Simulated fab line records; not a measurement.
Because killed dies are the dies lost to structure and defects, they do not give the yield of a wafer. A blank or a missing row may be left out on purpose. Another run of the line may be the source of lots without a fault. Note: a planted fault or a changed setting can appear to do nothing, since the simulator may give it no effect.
A lot that was struck, set against a sound lot	flow nandHarc	14 out of 1302 route steps
Sound: these wafers, L147.3, L147.5, L147.6. Struck: wafers L146.1, L146.2, L146.5. At the end, the cause is stated.
Per side, at each step with rows, come the tool, then ch with its chambers, and then its first start. Under that, the readings that differ: sound wafers	struck wafers	difference of the means	sigmas: that difference in standard deviations of wafers without a fault.
alike: readings whose means differ by less than 2 such deviations, and words and numbers that are the same on both sides. not compared: withheld readings, readings that some wafer has no value for, bounds like >300 that may hide the same value, and numbers for which the record gives no deviation and whose values overlap.
A row with sigmas, a row that says differs or no value, or rows on one side alone: a step with any of these is where the two part. Numbers that don't overlap but have no deviation are shown without sigmas and don't part them. A reading missing from all wafers of one side parts the sides only when that side holds two or more wafers.

first, 3 steps without rows for these wafers: NHARC_A_STAIRCASE_STRIP_317 (strips in SPM, time 900 s); NHARC_A_STAIRCASE_PRECLEAN_318 (cleans in SC1); NHARC_A_STAIRCASE_SRD_329.
NHARC_A_STAIRCASE_ALD_415: deposits SiO2, target thk 30 nm, pulse time 6 s, ald cycles 300.
  sound on aldHk-01 ch 1,2,3, day 17 04:23; struck on aldHk-01 ch 0,3, day 17 00:05
  alike: heaterPowerW, precursorPulseHeightRel
NHARC_A_STAIRCASE_ETCHBACK_416: etches the open film in C4F8/O2/Ar, target depth 36 nm, time 7.2 s.
  sound on rieDiel-08 ch 0,1; struck on rieDiel-03 ch 1,2,3
  alike: oesProductAu, rfVppV
  not compared: rfHoursCounterH
NHARC_A_STAIRCASE_STRIP_476: strips in O2, time 20 s.
  sound on rieDiel-08 ch 0,1,3, day 17 06:07; struck on rieDiel-03 ch 0,2, day 17 02:29
  alike: drypumpMotorCurrentA, mfcArSccm, oesProductAu, rfVppV, showerheadPlenumPTorr, throttleValvePct
  not compared: rfHoursCounterH
NHARC_A_STAIRCASE_DEP_417: deposits Si3N4, target thk 60 nm.
  sound on pecvd-03 ch 0,2, day 17 06:13; struck on pecvd-03 ch 0,2, day 17 02:34
  alike: heaterPowerW
then, 3 steps without rows for these wafers: NHARC_A_STAIRCASE_WET_418 (chemistry H3PO4, target depth 20 nm); NHARC_A_STAIRCASE_PRECLEAN_419 (cleans in SC1); NHARC_A_STAIRCASE_SRD_421.
NHARC_A_STAIRCASE_ALD_420: deposits SiO2, target thk 20 nm, pulse time 6 s, ald cycles 200.
  sound on aldHk-01 ch 0,1,2, day 17 09:24; struck on aldHk-03 ch 1,2, day 17 05:17
  alike: heaterPowerW, precursorPulseHeightRel
NHARC_A_STAIRCASE_CVD_552: deposits SiNx, target thk 40 nm.
  sound on lpcvd-01 ch 1, day 17 13:29; struck on lpcvd-01 ch 0, day 17 16:41
  alike: spikeTcLowerC, zonePowerCentrePct, zonePowerUpperPct
then, 1 step without rows for these wafers: NHARC_A_STAIRCASE_DEP_151 (deposits SiO2, target thk 7200 nm).
-- break in the record here, with 7 days between the starts of the struck wafers on either side (left off in module A_STAIRCASE, picked up again in module END, where the first step shown is number 1302 on the route) --
NHARC_END_SORT_01:
  at this point the record logs the struck wafers (prober-01 ch 0, day 24 07:22) and has no rows for the sound ones

== WHERE THEY PART ==
Only at NHARC_END_SORT_01, within this record.

WHY: what the simulator had put in
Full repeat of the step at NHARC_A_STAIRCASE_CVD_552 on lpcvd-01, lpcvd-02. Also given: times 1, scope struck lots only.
